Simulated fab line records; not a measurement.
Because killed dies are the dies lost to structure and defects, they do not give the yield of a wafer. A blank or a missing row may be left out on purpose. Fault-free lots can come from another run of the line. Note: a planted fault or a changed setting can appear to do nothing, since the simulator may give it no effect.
Matching of chambers | flow nand harc | NHARC_A_CONTACT_ETCH_30 on rie diel-06 has 4 sister chambers
The step etches the open film in CF4/CHF3, target depth 60.5 nm, time 30.2 s. 14 wafers are shown with their chamber, then 7 later ones without.

## WAFERS PAIRED WITH THEIR CHAMBERS
wafer  | chamber | showerhead plenum p Torr (Torr) | drypump motor current A (A) | rf vpp V (V)
L608.1 | 0       | 1.55                            | 5.3                         | 368.9
L608.2 | 1       | 1.47                            | 5.4                         | 366.2
L608.4 | 3       | 1.64                            | 6.7                         | 374.8
L622.3 | 0       | 1.55                            | 5.3                         | 369.6
L622.4 | 2       | 1.64                            | 5.0                         | 371.6
L622.6 | 1       | 1.46                            | 5.4                         | 366.9
L620.1 | 2       | 1.64                            | 5.0                         | 374.1
L620.4 | 0       | 1.55                            | 5.3                         | 371.4
L620.6 | 1       | 1.46                            | 5.4                         | 365.7
L621.3 | 1       | 1.46                            | 5.4                         | 369.0
L621.4 | 0       | 1.55                            | 5.3                         | 371.0
L621.5 | 2       | 1.64                            | 5.0                         | 371.7
L628.1 | 3       | 1.64                            | 6.6                         | 372.2
L628.5 | 0       | 1.55                            | 5.3                         | 369.3

SIGNATURES (means of the wafers above)
reading                  | chamber 0 | chamber 1 | chamber 2 | chamber 3 | scatter within a chamber
showerhead plenum p Torr | 1.5500    | 1.4625    | 1.6400    | 1.6400    | 0.00274
drypump motor current A  | 5.300     | 5.400     | 5.000     | 6.650     | 0.0224
rf vpp V                 | 370.040   | 366.950   | 372.467   | 373.500   | 1.36
Rule: distance of a wafer from a chamber = root of the sum over the readings of ((wafer's reading minus chamber's mean) / reading's scatter) squared. If the next closest chamber is less than 2 further off than the closest, the wafer can't be placed; otherwise it belongs to the closest. The scatter is the square root of a quotient: the sum, over the shown wafers, of each reading's squared deviation from its chamber's mean, divided by wafers minus chambers.

## WAFERS MISSING THEIR CHAMBER
wafer  | showerhead plenum p Torr (Torr) | drypump motor current A (A) | rf vpp V (V)
L628.6 | 1.46                            | 5.5                         | 367.0
L627.2 | 1.64                            | 5.0                         | 372.4
L627.3 | 1.46                            | 5.4                         | 365.6
L627.6 | 1.64                            | 6.6                         | 372.0
L629.3 | 1.55                            | 5.3                         | 369.8
L629.4 | 1.46                            | 5.5                         | 366.0
L629.6 | 1.55                            | 5.3                         | 370.2

## WHICH CHAMBER EACH WENT THROUGH
wafer  | from the rows above | in truth
L628.6 | 1                   | 1
L627.2 | 2                   | 2
L627.3 | 1                   | 1
L627.6 | 3                   | 3
L629.3 | 0                   | 0
L629.4 | 1                   | 1
L629.6 | 0                   | 0
7 of 7 placed correctly. Number that these rows cannot place: 0. Number placed wrongly: 0.
